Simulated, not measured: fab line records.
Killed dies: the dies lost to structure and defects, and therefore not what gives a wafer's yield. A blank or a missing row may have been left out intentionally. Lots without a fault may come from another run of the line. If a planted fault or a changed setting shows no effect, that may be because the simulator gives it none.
Matching of chambers + flow n5 finfet + N5_BEOL_M15_DESCUM_15 on rie diel-02 has 4 sister chambers
The step chemistry O2, time 7.9 s. 8 wafers are shown with their chamber, then 7 later ones without.

== WAFERS PAIRED WITH THEIR CHAMBERS ==
| wafer  | chamber | showerhead plenum p Torr (Torr) | throttle valve pct (%) |
|--------|---------|---------------------------------|------------------------|
| L082.6 | 0       | 2.13                            | 20.31                  |
| L084.3 | 0       | 2.13                            | 20.33                  |
| L085.5 | 3       | 2.05                            | 20.51                  |
| L087.2 | 3       | 2.05                            | 20.51                  |
| L087.3 | 1       | 2.24                            | 20.36                  |
| L087.4 | 2       | 2.07                            | 20.87                  |
| L089.4 | 2       | 2.07                            | 20.87                  |
| L089.5 | 1       | 2.23                            | 20.37                  |

== WAFERS WHOSE CHAMBER IS MISSING ==
| wafer  | showerhead plenum p Torr (Torr) | throttle valve pct (%) |
|--------|---------------------------------|------------------------|
| L089.6 | 2.07                            | 20.86                  |
| L097.1 | 2.07                            | 20.90                  |
| L097.3 | 2.05                            | 20.54                  |
| L097.6 | 2.12                            | 20.36                  |
| L096.2 | 2.05                            | 20.53                  |
| L096.3 | 2.23                            | 20.39                  |
| L096.4 | 2.12                            | 20.36                  |

== EACH ONE'S CHAMBER ==
| wafer  | from the rows above | in truth |
|--------|---------------------|----------|
| L089.6 | 2                   | 2        |
| L097.1 | 2                   | 2        |
| L097.3 | 3                   | 3        |
| L097.6 | 0                   | 0        |
| L096.2 | 3                   | 3        |
| L096.3 | 1                   | 1        |
| L096.4 | 0                   | 0        |
7 of 7 placed correctly. From these rows, 0 cannot be placed. Number placed wrongly: 0.
How it was worked out, from the rows above alone: a wafer's distance from a chamber is the root of the sum, over the readings, of the square of ((its reading less the chamber's mean) divided by the reading's scatter). The wafer belongs to the nearest chamber; if the next one is less than 2 further off, it can't be placed. Each chamber's mean is taken over the wafers shown for it. The scatter: take each reading less its chamber's mean, square it, sum over the shown wafers, divide by the number of wafers less the number of chambers, and take the root.
